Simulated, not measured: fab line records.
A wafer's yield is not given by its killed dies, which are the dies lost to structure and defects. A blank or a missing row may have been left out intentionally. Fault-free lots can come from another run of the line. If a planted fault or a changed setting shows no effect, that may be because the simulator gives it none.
Chamber matching + flow n5_finfet + N5_DUMMY_GATE_CMP_04 on cmp-01 has 4 sister chambers
The step polishes a-Si. 8 wafers are shown with their chamber, then 12 later ones without.

WAFERS PAIRED WITH THEIR CHAMBERS
| wafer  | chamber | motor_current_A (A) | time_to_endpoint_s (s) |
|--------|---------|---------------------|------------------------|
| L084.6 | 2       | 11.6                | 11.0                   |
| L084.4 | 3       | 10.5                | 10.4                   |
| L084.5 | 1       | 11.1                | 11.2                   |
| L089.1 | 1       | 11.5                | 14.2                   |
| L089.2 | 2       | 11.7                | 13.4                   |
| L090.3 | 0       | 9.6                 | 11.1                   |
| L090.5 | 0       | 10.6                | 11.4                   |
| L090.6 | 3       | 10.5                | 11.8                   |

WAFERS MISSING THEIR CHAMBER
| wafer  | motor_current_A (A) | time_to_endpoint_s (s) |
|--------|---------------------|------------------------|
| L091.2 | 12.2                | 13.2                   |
| L091.4 | 11.3                | 13.8                   |
| L091.5 | 10.0                | 15.2                   |
| L093.2 | 11.2                | 14.7                   |
| L093.4 | 10.2                | 14.4                   |
| L093.5 | 10.5                | 16.4                   |
| L093.1 | 10.0                | 14.3                   |
| L093.3 | 11.0                | 12.9                   |
| L093.6 | 12.0                | 14.3                   |
| L097.1 | 11.8                | 12.3                   |
| L097.2 | 11.1                | 15.2                   |
| L097.3 | 9.9                 | 12.9                   |

CHAMBER TAKEN BY EACH
| wafer  | from the rows above               | in truth |
|--------|-----------------------------------|----------|
| L091.2 | can't be placed: 2 or 1           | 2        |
| L091.4 | can't be placed: 1 or 2           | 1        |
| L091.5 | can't be placed: 0 or 3 or 1      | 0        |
| L093.2 | can't be placed: 1 or 2 or 3      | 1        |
| L093.4 | can't be placed: 0 or 3 or 1 or 2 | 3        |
| L093.5 | can't be placed: 1 or 3 or 0 or 2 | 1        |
| L093.1 | can't be placed: 0 or 3 or 1      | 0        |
| L093.3 | can't be placed: 1 or 2 or 3 or 0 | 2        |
| L093.6 | can't be placed: 2 or 1           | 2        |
| L097.1 | can't be placed: 2 or 1           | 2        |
| L097.2 | can't be placed: 1 or 2 or 3 or 0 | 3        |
| L097.3 | can't be placed: 0 or 3           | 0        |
0 of 12 placed correctly. Not placeable from these rows: 12 (in 12, the candidates include the true chamber). Wrongly placed: 0.
How it was worked out, from the rows above alone: a wafer's distance from a chamber is the root of the sum, over the readings, of the square of ((its reading less the chamber's mean) divided by the reading's scatter). The wafer belongs to the nearest chamber; if the next one is less than 2 further off, it can't be placed. Each chamber's mean is taken over the wafers shown for it. The scatter: take each reading less its chamber's mean, square it, sum over the shown wafers, divide by the number of wafers less the number of chambers, and take the root.
